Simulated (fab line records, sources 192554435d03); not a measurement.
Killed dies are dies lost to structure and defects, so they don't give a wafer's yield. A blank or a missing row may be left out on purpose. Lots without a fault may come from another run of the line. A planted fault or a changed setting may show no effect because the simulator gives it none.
Split-lot experiment | flow n5_finfet | 7 lots, 39 wafers read, on a route of 1938 steps

THE SPLIT
At N5_SD_EPI_N_EXPOSE_06 (exposes mask SD N BLK, target cd 120 nm), the setting dose_mj was moved away from the recipe's 39.75 on 15 of the 39 wafers read, by -3.3% to +7.7%. The other wafers ran this setting at the recipe's value.

FROM THE SPLIT TO THE READING: what the file shows between them, 2 steps
- N5_SD_EPI_N_PEB_07: peb time 60 s
- N5_SD_EPI_N_DEVELOP_08: develop time 30 s

THE READING
cd_nm, in nm, at N5_SD_EPI_N_CD_MEAS_09 (target cd 120 nm). Fault-free wafers of this fab line usually give 119.9 nm, standard deviation 0.56 nm.

wafer  | tool, chamber at the split | dose_mj as run | against the recipe | cd_nm, nm | against lot-mates on the recipe
L077.1 | arfi_scanner-03, 0         | 40.68          | +2.3%              | 121.1     | +1.1
L077.2 | arfi_scanner-03, 0         | 40.68          | +2.3%              | 121.6     | +1.6
L077.3 | arfi_scanner-03, 0         | 39.75          | recipe             | 119.4     | -
L077.4 | arfi_scanner-03, 0         | 39.75          | recipe             | 120.3     | -
L077.5 | arfi_scanner-03, 0         | 39.75          | recipe             | 120.4     | -
L077.6 | arfi_scanner-03, 0         | 40.68          | +2.3%              | 122.1     | +2.1
L081.1 | arfi_scanner-02, 0         | 39.75          | recipe             | 119.6     | -
L081.2 | arfi_scanner-02, 0         | 41.73          | +5.0%              | 123.1     | +4.0
L081.3 | arfi_scanner-02, 0         | 41.73          | +5.0%              | 123.0     | +3.9
L081.4 | arfi_scanner-02, 0         | 39.75          | recipe             | 119.1     | -
L081.5 | arfi_scanner-02, 0         | 41.73          | +5.0%              | 122.0     | +2.9
L081.6 | arfi_scanner-02, 0         | 39.75          | recipe             | 118.7     | -
L082.1 | arfi_scanner-01, 0         | 39.75          | recipe             | 119.7     | -
L082.2 | arfi_scanner-01, 0         | 39.75          | recipe             | 120.3     | -
L082.3 | arfi_scanner-01, 0         | 39.75          | recipe             | 119.7     | -
L082.4 | arfi_scanner-01, 0         | 39.75          | recipe             | 119.5     | -
L082.5 | arfi_scanner-01, 0         | 39.75          | recipe             | 120.1     | -
L082.6 | arfi_scanner-01, 0         | 39.75          | recipe             | 120.3     | -
L089.1 | arfi_scanner-01, 0         | 42.81          | +7.7%              | 124.4     | +5.4
L089.2 | arfi_scanner-01, 0         | 39.75          | recipe             | 119.1     | -
L089.3 | arfi_scanner-01, 0         | 42.81          | +7.7%              | 124.9     | +5.9
L089.4 | arfi_scanner-01, 0         | 39.75          | recipe             | 118.7     | -
L089.5 | arfi_scanner-01, 0         | 39.75          | recipe             | 119.2     | -
L089.6 | arfi_scanner-01, 0         | 42.81          | +7.7%              | 124.3     | +5.3
L090.1 | arfi_scanner-03, 0         | 39.75          | recipe             | 120.3     | -
L090.2 | arfi_scanner-03, 0         | 38.43          | -3.3%              | 118.2     | -2.2
L090.3 | arfi_scanner-03, 0         | 38.43          | -3.3%              | 117.7     | -2.7
L090.4 | arfi_scanner-03, 0         | 39.75          | recipe             | 120.8     | -
L090.5 | arfi_scanner-03, 0         | 39.75          | recipe             | 120.2     | -
L090.6 | arfi_scanner-03, 0         | 38.43          | -3.3%              | 118.2     | -2.2
L092.1 | arfi_scanner-01, 0         | 39.75          | recipe             | 120.5     | -
L092.2 | arfi_scanner-01, 0         | 39.75          | recipe             | 120.5     | -
L092.3 | arfi_scanner-01, 0         | 38.62          | -2.8%              | 119.3     | -1.2
L092.4 | arfi_scanner-01, 0         | 39.75          | recipe             | 120.4     | -
L092.5 | arfi_scanner-01, 0         | 38.62          | -2.8%              | 118.6     | -1.9
L092.6 | arfi_scanner-01, 0         | 38.62          | -2.8%              | 119.3     | -1.2
L095.1 | arfi_scanner-01, 0         | 39.75          | recipe             | 120.0     | -
L095.4 | arfi_scanner-01, 0         | 39.75          | recipe             | 119.6     | -
L095.5 | arfi_scanner-01, 0         | 39.75          | recipe             | 120.5     | -

THE FIT
A straight line over all 39 wafers: cd_nm changes by +0.565 nm for each +1% of dose_mj; r = +0.94; the points scatter about the line by 0.58 nm.
The same after taking each lot's own level away (the mean of its wafers on the recipe; 39 wafers): +0.695 nm for each +1%; r = +0.98; scatter 0.38 nm.
On that fit, the largest move of dose_mj shifts the reading by 5.3 nm.
The lots' own levels span 119.00 to 120.47 nm, that is 2.6 times the standard deviation above.
So the lot-to-lot level changes the slope: the two fits differ.
Check: with one of the wafers moved furthest among these (+7.7%) left out of the fit, the line predicts +5.4 nm for it against its lot-mates. It came out at +5.4 nm against them.

OTHER SPLITS ON THESE WAFERS
These wafers also went through other splits before the reading. Each is held against what the fit with the lots' levels taken away leaves over:
other split on the same wafers       | wafers away from the commonest value | r with cd_nm (lot level and that fit taken away)
N5_DUMMY_GATE_ETCH_37 source_w       | 15                                   | +0.09
N5_DUMMY_GATE_ETCH_31 target_depth_a | 9                                    | -0.14
N5_DUMMY_GATE_ETCH_42 bias_w         | 18                                   | +0.05

THE WHOLE CHAIN: every reading that the file lists as answering this split, in the file's order
step                    | what it does                                                | reading                                                         | change (the file's fit)               | r (the file's)
N5_SD_EPI_N_CD_MEAS_09  | target cd 120 nm                                            | cd_nm                                                           | +0.695 nm for each +1% of the setting | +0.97
N5_SD_EPI_N_DESCUM_14   | chemistry O2, time 7.9 s                                    | SD_EPI_N.cd_nm (the simulator's own value, which no gauge read) | +0.687 nm for each +1% of the setting | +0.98
N5_SD_EPI_N_ETCH_34     | etches SiARC in CF4, target depth 45.5 nm, time 75.8 s      | SD_EPI_N.cd_nm (the simulator's own value, which no gauge read) | +0.676 nm for each +1% of the setting | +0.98
N5_SD_EPI_N_ETCH_35     | etches SOC in N2/H2, overetch 108 nm, time 486 s            | SD_EPI_N.cd_nm (the simulator's own value, which no gauge read) | +0.707 nm for each +1% of the setting | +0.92
N5_SD_EPI_N_ETCHBACK_44 | etches SiNx in CH3F/O2, stops on SiO2, target depth 14.5 nm | SD_EPI_N.cd_nm (the simulator's own value, which no gauge read) | +0.698 nm for each +1% of the setting | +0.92

THE FILE'S OWN FIT
cd_nm changes by +0.695 nm for each +1% of dose_mj, r = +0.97.
